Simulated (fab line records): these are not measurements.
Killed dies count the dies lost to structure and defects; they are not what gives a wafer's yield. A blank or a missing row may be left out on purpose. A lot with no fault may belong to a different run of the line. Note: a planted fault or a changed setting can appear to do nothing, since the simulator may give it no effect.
Which of the tools did it? :: flow nand harc :: 13 lots with 39 wafers sampled at 6 steps, on a route of 1159 steps

== WHAT EACH GAUGE READ, for each wafer ==
NHARC_P_ZERO_WELL_CD_MEAS_37: target cd 720 nm.
lot: L246
measured: day 1 16:18
on: cd sem-03
cd nm (nm): 719.3 719.2 717.6

lot: L250
measured: day 2 16:08
on: cd sem-01
cd nm (nm): 720.4 721.5 719.2

lot: L251
measured: day 2 22:10
on: cd sem-02
cd nm (nm): 720.9 719.9 718.9

lot: L252
measured: day 3 04:14
on: cd sem-03
cd nm (nm): 718.3 718.7 719.9

lot: L253
measured: day 3 10:08
on: cd sem-03
cd nm (nm): 716.7 718.1 718.0

lot: L255
measured: day 3 21:59
on: cd sem-03
cd nm (nm): 720.7 718.6 719.0

lot: L257
measured: day 4 10:01
on: cd sem-02
cd nm (nm): - - -

lot: L258
measured: day 4 15:52
on: cd sem-01
cd nm (nm): 720.6 720.3 721.4

lot: L261
measured: day 5 13:47
on: cd sem-01
cd nm (nm): 717.5 719.3 719.1

lot: L266
measured: day 6 16:14
on: cd sem-03
cd nm (nm): 719.6 718.7 717.6

lot: L267
measured: day 6 22:07
on: cd sem-03
cd nm (nm): 720.4 720.9 719.4

lot: L268
measured: day 7 04:11
on: cd sem-02
cd nm (nm): 719.5 718.1 718.1

lot: L269
measured: day 7 10:16
on: cd sem-01
cd nm (nm): 721.4 720.1 720.0

NHARC_P_GATE_INSPECT_28.
lot: L246
measured: day 4 19:44
on: defect inspect-01
raw defect count: 5 4 8

lot: L250
measured: day 5 14:55
on: defect inspect-02
raw defect count: 8 3 1

lot: L251
measured: day 6 00:26
on: defect inspect-02
raw defect count: 8 2 7

lot: L252
measured: day 6 10:06
on: defect inspect-01
raw defect count: 3 6 8

lot: L253
measured: day 6 09:55
on: defect inspect-02
raw defect count: 6 5 6

lot: L255
measured: day 7 05:07
on: defect inspect-01
raw defect count: 8 3 4

lot: L258
measured: day 7 21:20
on: defect inspect-02
raw defect count: 5 6 3

lot: L261
measured: day 8 17:19
on: defect inspect-01
raw defect count: 4 4 6

lot: L266
measured: day 9 16:22
on: defect inspect-01
raw defect count: 5 2 8

lot: L267
measured: day 9 21:13
on: defect inspect-02
raw defect count: 9 4 11

lot: L268
measured: day 10 07:29
on: defect inspect-02
raw defect count: 11 1 5

lot: L269
measured: day 10 11:43
on: defect inspect-01
raw defect count: 6 0 6

NHARC_END_SORT_01.
lot: L255
measured: day 22 06:39
on: prober-02
killed at array: 40 24 35
killed at other: 4 3 1
killed at periphery: 3 3 1
killed dies: 47 30 37
killed open: 4 1 0
killed short: 1 3 2

lot: L257
measured: day 23 14:49
on: prober-01
killed at array: 24 27 23
killed at other: 1 1 0
killed at periphery: 652 649 654
killed dies: 677 677 677
killed open: 3 5 3
killed short: 4 1 0

== WHAT TOOL EACH LOT RAN ON (gives the tool, then ch and the chambers of the sampled wafers, and finally the start) ==
lot: L246
NHARC_P_ZERO_WELL_EXPOSE_34: krf scanner-04 ch 0, day 1 16:09
NHARC_P_GATE_HM_OPEN_105: rie diel-11 ch 0,3, day 4 20:21 or earlier
NHARC_P_GATE_ETCH_32: rie si-02 ch 1,2, day 4 20:21

lot: L250
NHARC_P_ZERO_WELL_EXPOSE_34: krf scanner-04 ch 0, day 2 15:59
NHARC_P_GATE_HM_OPEN_105: rie diel-03 ch 0,3, day 5 15:27 or earlier
NHARC_P_GATE_ETCH_32: rie si-02 ch 2,3, day 5 15:27

lot: L251
NHARC_P_ZERO_WELL_EXPOSE_34: krf scanner-04 ch 0, day 2 22:01
NHARC_P_GATE_HM_OPEN_105: rie diel-11 ch 0,3, day 6 01:41 or earlier
NHARC_P_GATE_ETCH_32: rie si-01 ch 0,3, day 6 01:41

lot: L252
NHARC_P_ZERO_WELL_EXPOSE_34: krf scanner-01 ch 0, day 3 04:05
NHARC_P_GATE_HM_OPEN_105: rie diel-04 ch 1,2,3, day 6 10:49 or earlier
NHARC_P_GATE_ETCH_32: rie si-02 ch 0,1,2, day 6 10:49

lot: L253
NHARC_P_ZERO_WELL_EXPOSE_34: krf scanner-04 ch 0, day 3 09:59
NHARC_P_GATE_HM_OPEN_105: rie diel-03 ch 1,3, day 6 11:05 or earlier
NHARC_P_GATE_ETCH_32: rie si-06 ch 1,2,3, day 6 11:05

lot: L255
NHARC_P_ZERO_WELL_EXPOSE_34: krf scanner-04 ch 0, day 3 21:50
NHARC_P_GATE_HM_OPEN_105: rie diel-03 ch 0,2, day 7 05:48 or earlier
NHARC_P_GATE_ETCH_32: rie si-01 ch 1,2, day 7 05:48

lot: L257
NHARC_P_ZERO_WELL_EXPOSE_34: krf scanner-04 ch 0, day 4 09:52
NHARC_P_GATE_HM_OPEN_105: -
NHARC_P_GATE_ETCH_32: -

lot: L258
NHARC_P_ZERO_WELL_EXPOSE_34: krf scanner-04 ch 0, day 4 15:43
NHARC_P_GATE_HM_OPEN_105: rie diel-03 ch 0,1,2, day 7 22:18 or earlier
NHARC_P_GATE_ETCH_32: rie si-02 ch 0,1,2, day 7 22:18

lot: L261
NHARC_P_ZERO_WELL_EXPOSE_34: krf scanner-02 ch 0, day 5 13:37
NHARC_P_GATE_HM_OPEN_105: rie diel-03 ch 0,3, day 8 17:52 or earlier
NHARC_P_GATE_ETCH_32: rie si-02 ch 0,2,3, day 8 17:52

lot: L266
NHARC_P_ZERO_WELL_EXPOSE_34: krf scanner-02 ch 0, day 6 16:05
NHARC_P_GATE_HM_OPEN_105: rie diel-03 ch 0,2,3, day 9 17:23 or earlier
NHARC_P_GATE_ETCH_32: rie si-06 ch 0,2,3, day 9 17:23

lot: L267
NHARC_P_ZERO_WELL_EXPOSE_34: krf scanner-01 ch 0, day 6 21:58
NHARC_P_GATE_HM_OPEN_105: rie diel-04 ch 0,1,3, day 9 21:59 or earlier
NHARC_P_GATE_ETCH_32: rie si-06 ch 0,1,2, day 9 21:59

lot: L268
NHARC_P_ZERO_WELL_EXPOSE_34: krf scanner-04 ch 0, day 7 04:02
NHARC_P_GATE_HM_OPEN_105: rie diel-04 ch 1,2,3, day 10 08:05 or earlier
NHARC_P_GATE_ETCH_32: rie si-01 ch 0,3, day 10 08:05

lot: L269
NHARC_P_ZERO_WELL_EXPOSE_34: krf scanner-02 ch 0, day 7 10:05
NHARC_P_GATE_HM_OPEN_105: rie diel-11 ch 0,1, day 10 12:17 or earlier
NHARC_P_GATE_ETCH_32: rie si-01 ch 2,3, day 10 12:17
- NHARC_P_ZERO_WELL_EXPOSE_34: exposes mask P PWELL, target cd 720 nm.
- NHARC_P_GATE_HM_OPEN_105: chemistry O2/COS, target depth 360 nm.
- NHARC_P_GATE_ETCH_32: etches the open film in HBr/Cl2, target depth 150 nm, time 100.1 s.

== AS READ BY THE TOOLS THEMSELVES (means over the sampled wafers that have a number; for cases with no such wafer, the mark the record gives instead) ==
NHARC_P_GATE_HM_OPEN_105.
lot: L246
tool: rie diel-11
drypump motor current A (A): 5.7
oes product au (a.u.): 0.999
rf vpp V (V): 468.2
showerhead plenum p Torr (Torr): 3.20
throttle valve pct (%): 28.333

lot: L250
tool: rie diel-03
drypump motor current A (A): 5.7
oes product au (a.u.): 0.999
rf vpp V (V): 465.6
showerhead plenum p Torr (Torr): 3.06
throttle valve pct (%): 28.329

lot: L251
tool: rie diel-11
drypump motor current A (A): 5.7
oes product au (a.u.): 0.999
rf vpp V (V): 467.9
showerhead plenum p Torr (Torr): 3.20
throttle valve pct (%): 28.335

lot: L252
tool: rie diel-04
drypump motor current A (A): 5.6
oes product au (a.u.): 1.010
rf vpp V (V): 467.4
showerhead plenum p Torr (Torr): 3.12
throttle valve pct (%): 28.341

lot: L253
tool: rie diel-03
drypump motor current A (A): 6.1
oes product au (a.u.): 0.996
rf vpp V (V): 470.1
showerhead plenum p Torr (Torr): 3.27
throttle valve pct (%): 28.336

lot: L255
tool: rie diel-03
drypump motor current A (A): 5.4
oes product au (a.u.): 0.996
rf vpp V (V): 466.8
showerhead plenum p Torr (Torr): 3.06
throttle valve pct (%): 28.328

lot: L258
tool: rie diel-03
drypump motor current A (A): 5.4
oes product au (a.u.): 0.996
rf vpp V (V): 468.4
showerhead plenum p Torr (Torr): 3.18
throttle valve pct (%): 28.316

lot: L261
tool: rie diel-03
drypump motor current A (A): 5.7
oes product au (a.u.): 0.994
rf vpp V (V): 465.3
showerhead plenum p Torr (Torr): 3.05
throttle valve pct (%): 28.326

lot: L266
tool: rie diel-03
drypump motor current A (A): 5.7
oes product au (a.u.): 0.994
rf vpp V (V): 467.2
showerhead plenum p Torr (Torr): 3.15
throttle valve pct (%): 28.320

lot: L267
tool: rie diel-04
drypump motor current A (A): 5.7
oes product au (a.u.): 1.005
rf vpp V (V): 468.4
showerhead plenum p Torr (Torr): 3.16
throttle valve pct (%): 28.333

lot: L268
tool: rie diel-04
drypump motor current A (A): 5.6
oes product au (a.u.): 1.011
rf vpp V (V): 466.1
showerhead plenum p Torr (Torr): 3.10
throttle valve pct (%): 28.325

lot: L269
tool: rie diel-11
drypump motor current A (A): 5.4
oes product au (a.u.): 1.005
rf vpp V (V): 468.7
showerhead plenum p Torr (Torr): 3.15
throttle valve pct (%): 28.339

NHARC_P_GATE_ETCH_32.
lot: L246
tool: rie si-02
drypump motor current A (A): 5.9
oes product au (a.u.): 0.988
throttle valve pct (%): 26.399

lot: L250
tool: rie si-02
drypump motor current A (A): 6.2
oes product au (a.u.): 1.007
throttle valve pct (%): 26.409

lot: L251
tool: rie si-01
drypump motor current A (A): 5.5
oes product au (a.u.): 0.988
throttle valve pct (%): 26.408

lot: L252
tool: rie si-02
drypump motor current A (A): 5.7
oes product au (a.u.): 0.997
throttle valve pct (%): 26.410

lot: L253
tool: rie si-06
drypump motor current A (A): 5.7
oes product au (a.u.): 1.010
throttle valve pct (%): 26.413

lot: L255
tool: rie si-01
drypump motor current A (A): 6.1
oes product au (a.u.): 1.002
throttle valve pct (%): 26.409

lot: L258
tool: rie si-02
drypump motor current A (A): 5.7
oes product au (a.u.): 1.000
throttle valve pct (%): 26.411

lot: L261
tool: rie si-02
drypump motor current A (A): 5.6
oes product au (a.u.): 1.004
throttle valve pct (%): 26.403

lot: L266
tool: rie si-06
drypump motor current A (A): 5.5
oes product au (a.u.): 0.997
throttle valve pct (%): 26.404

lot: L267
tool: rie si-06
drypump motor current A (A): 5.9
oes product au (a.u.): 0.992
throttle valve pct (%): 26.409

lot: L268
tool: rie si-01
drypump motor current A (A): 5.5
oes product au (a.u.): 0.991
throttle valve pct (%): 26.407

lot: L269
tool: rie si-01
drypump motor current A (A): 5.8
oes product au (a.u.): 0.988
throttle valve pct (%): 26.408

== THE ANSWER, worked out from the rows above alone ==
Rule: the lots themselves supply what counts as usual. Put in order of their means at a reading, lots are off if they are a third of the lots or fewer, leave a main group of 4 or more, and stand apart from it by a gap of 3 or more times the standard deviation of the main group's means; of several such gaps the widest counts. If all means in a main group match to the digits the tables above print for the reading, that group is not used. A lot without any number at a reading at which 4 lots or more have one is off too. Any other lot the step has rows for is counted as sound. First the gauges in route order, then the tools' own readings, where a lot's mean is used as printed above. The first step at which some lot is off is used, and at that step the reading that is off furthest; a lot without a number counts as furthest.
Off at NHARC_P_ZERO_WELL_CD_MEAS_37 (cd nm): L257. Without a number there: L257. Main group: mean 719.4 nm, sd 0.95.
A tool fits if, at a process step before that reading, it ran every lot that is off, and no sound lot after the first of them. Gauges at NHARC_P_ZERO_WELL_CD_MEAS_37: tried the same way as those tools. No candidate that was tried fits.

== WHAT THE SIMULATOR HAD PUT IN ==
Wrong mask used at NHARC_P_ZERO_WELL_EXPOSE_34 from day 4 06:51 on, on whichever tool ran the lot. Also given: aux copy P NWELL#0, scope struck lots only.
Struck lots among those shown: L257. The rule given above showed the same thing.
